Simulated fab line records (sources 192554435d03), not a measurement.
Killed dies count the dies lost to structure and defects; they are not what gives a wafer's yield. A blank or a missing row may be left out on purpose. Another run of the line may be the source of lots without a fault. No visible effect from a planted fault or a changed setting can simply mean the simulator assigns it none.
Chamber matching :: flow n5 finfet :: N5_HKMG_FIN_HK_ALD_01 on ald hk-01 has 4 sister chambers
The step deposits HfO2, target thk 1.6 nm, pulse time 3 s, purge time 3 s. 8 wafers are shown with their chamber, then 11 later ones without.

## EACH WAFER AND ITS CHAMBER
wafer: L076.4
chamber: 3
precursor pulse height rel: 1.008

wafer: L079.2
chamber: 3
precursor pulse height rel: 1.014

wafer: L082.2
chamber: 2
precursor pulse height rel: 1.009

wafer: L082.6
chamber: 0
precursor pulse height rel: 0.999

wafer: L083.3
chamber: 2
precursor pulse height rel: 0.975

wafer: L086.5
chamber: 1
precursor pulse height rel: 1.012

wafer: L086.6
chamber: 0
precursor pulse height rel: 1.021

wafer: L087.3
chamber: 1
precursor pulse height rel: 1.020

## WAFERS WITH NO CHAMBER GIVEN
wafer: L087.5
precursor pulse height rel: 1.020

wafer: L087.6
precursor pulse height rel: 1.015

wafer: L088.1
precursor pulse height rel: 0.993

wafer: L088.3
precursor pulse height rel: 0.995

wafer: L088.4
precursor pulse height rel: 1.010

wafer: L095.1
precursor pulse height rel: 0.984

wafer: L095.2
precursor pulse height rel: 0.990

wafer: L095.3
precursor pulse height rel: 0.986

wafer: L095.4
precursor pulse height rel: 1.018

wafer: L095.5
precursor pulse height rel: 1.014

wafer: L095.6
precursor pulse height rel: 0.977

## WHICH CHAMBER EACH ONE RAN IN
wafer: L087.5
from the rows above: can't be placed: 1 or 3 or 0 or 2
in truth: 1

wafer: L087.6
from the rows above: can't be placed: 1 or 3 or 0 or 2
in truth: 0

wafer: L088.1
from the rows above: can't be placed: 2 or 0 or 3 or 1
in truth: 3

wafer: L088.3
from the rows above: can't be placed: 2 or 0 or 3 or 1
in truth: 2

wafer: L088.4
from the rows above: can't be placed: 0 or 3 or 1 or 2
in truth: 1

wafer: L095.1
from the rows above: can't be placed: 2 or 0 or 3 or 1
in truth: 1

wafer: L095.2
from the rows above: can't be placed: 2 or 0 or 3 or 1
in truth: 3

wafer: L095.3
from the rows above: can't be placed: 2 or 0 or 3 or 1
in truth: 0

wafer: L095.4
from the rows above: can't be placed: 1 or 3 or 0 or 2
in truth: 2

wafer: L095.5
from the rows above: can't be placed: 1 or 3 or 0 or 2
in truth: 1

wafer: L095.6
from the rows above: can't be placed: 2 or 0 or 3 or 1
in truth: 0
Placed correctly: 0 of 11. These rows do not allow placing 11 (true chamber among the candidates in 11). 0 placed wrongly.
How it was worked out, from the rows above alone: a wafer's distance from a chamber is the root of the sum, over the readings, of the square of ((its reading less the chamber's mean) divided by the reading's scatter). If the next closest chamber is less than 2 further off than the closest, the wafer can't be placed; otherwise it belongs to the closest. For every chamber, the mean is computed from those of its wafers that are shown. The scatter: the root of (the sum of the squares of (reading less its chamber's mean) over the shown wafers, divided by (wafers less chambers)).
